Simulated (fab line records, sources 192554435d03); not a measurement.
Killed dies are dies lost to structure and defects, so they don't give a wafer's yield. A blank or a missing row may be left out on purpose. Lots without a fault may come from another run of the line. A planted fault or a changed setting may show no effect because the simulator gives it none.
A struck lot beside a sound one | flow n5_finfet | 16 steps out of a route of 1938
Sound: wafers L108.1, L108.3, L108.6. Struck: wafers L112.2, L112.3, L112.6. The cause comes at the end.
At each step with rows: each side's tool, then ch and its chambers, then its first start. Under that, the readings that differ: sound wafers | struck wafers | difference of the means | sigmas: that difference in standard deviations of wafers without a fault.
alike: readings whose means differ by less than 2 such deviations, and words and numbers that are the same on both sides. not compared: withheld readings, readings that some wafer has no value for, bounds like >300 that may hide the same value, and numbers for which the record gives no deviation and whose values overlap.
The two part at a step that has a row with sigmas, a row that says differs or no value, or rows on one side only. Numbers that don't overlap but have no deviation are shown without sigmas and don't part them. A reading that every wafer of one side lacks parts them only if that side has two wafers or more.

first, 1 step without rows for these wafers: N5_BEOL_M2_ALD_84 (deposits TaN, pulse time 2 s, purge time 3 s, co reactant purge time 2 s).
N5_BEOL_M2_SURFACE_TREAT_85:
  sound on pvd_sputter-01, day 8 01:04; struck on pvd_sputter-03, day 8 14:05
  not compared: throttle_valve_pct
then, 5 steps without rows for these wafers: N5_BEOL_M2_CVD_47 (deposits Co from CCTBA/H2, target thk 3 nm, time 223.8 s); N5_BEOL_M2_SPUTTER_48 (material Cu, target thk 4.5 nm, time 8.29 s); N5_BEOL_M2_ANNEAL_49 (time 240 s); N5_BEOL_M2_SPUTTER_79 (material Cu, target thk 4.5 nm, time 8.29 s); N5_BEOL_M2_ANNEAL_80 (time 240 s).
N5_BEOL_M2_SPUTTER_81: material Cu, target thk 4.5 nm, time 8.29 s.
  sound on pvd_sputter-01, day 8 01:46; struck on pvd_sputter-03, day 8 14:44
  alike: throttle_valve_pct
N5_BEOL_M2_ANNEAL_82: time 240 s.
  sound on pvd_sputter-01, day 8 01:51; struck on pvd_sputter-03, day 8 14:49
  alike: heater_power_w, susceptor_temp_C
N5_BEOL_M2_SPUTTER_86: material Cu, target thk 4.5 nm, time 8.29 s.
  sound on pvd_sputter-01, day 8 01:59; struck on pvd_sputter-03, day 8 14:58
  alike: throttle_valve_pct
N5_BEOL_M2_ANNEAL_87: time 240 s.
  sound on pvd_sputter-01, day 8 02:04; struck on pvd_sputter-03, day 8 15:02
  alike: heater_power_w, susceptor_temp_C
then, 1 step without rows for these wafers: N5_BEOL_M2_SPUTTER_88 (material Cu, target thk 4.5 nm, time 8.29 s).
N5_BEOL_M2_ANNEAL_89: time 240 s.
  sound on pvd_sputter-01, day 8 02:17; struck on pvd_sputter-03, day 8 15:16
  no value came back on the struck wafers for heater_power_w (W), susceptor_temp_C (C); on the sound wafers heater_power_w (W) reads 842 723 709
then, 1 step without rows for these wafers: N5_BEOL_M2_SPUTTER_90 (material Cu, target thk 4.5 nm, time 8.29 s).
N5_BEOL_M4_RC_MEAS_101:
  sound on prober-02 ch 0, day 9 10:29; struck on prober-02 ch 0, day 10 07:04
  alike: DIBL_N, DIBL_P, IOFF_N, IOFF_P, ION_N, ION_P, SS_N, SS_P, VT_N, VT_P
-- the record jumps here: 6 days lie between the struck wafers' starts before and after (it left off in module BEOL_M4 and takes up again in module PASSIVATION, whose first step shown is number 1936 of the route) --
N5_PASSIVATION_PROBE_49:
  sound on prober-02, day 13 23:44; struck on prober-02, day 15 20:04
  alike: defect_limited_yield, killed_at_M0_to_M3, killed_at_M4_up, killed_at_contacts, killed_at_front_end, killed_at_other, killed_dies, killed_open, killed_short, sort_bin_5_function, sort_bin_6_memory, sort_bin_8_speed, sort_n_pass, sort_yield_pct

WHERE THEY PART
Only at N5_BEOL_M2_ANNEAL_89, within this record. Later steps at which nothing parts them and some readings are alike: N5_BEOL_M4_RC_MEAS_101, N5_PASSIVATION_PROBE_49.

WHY: what the simulator had put in
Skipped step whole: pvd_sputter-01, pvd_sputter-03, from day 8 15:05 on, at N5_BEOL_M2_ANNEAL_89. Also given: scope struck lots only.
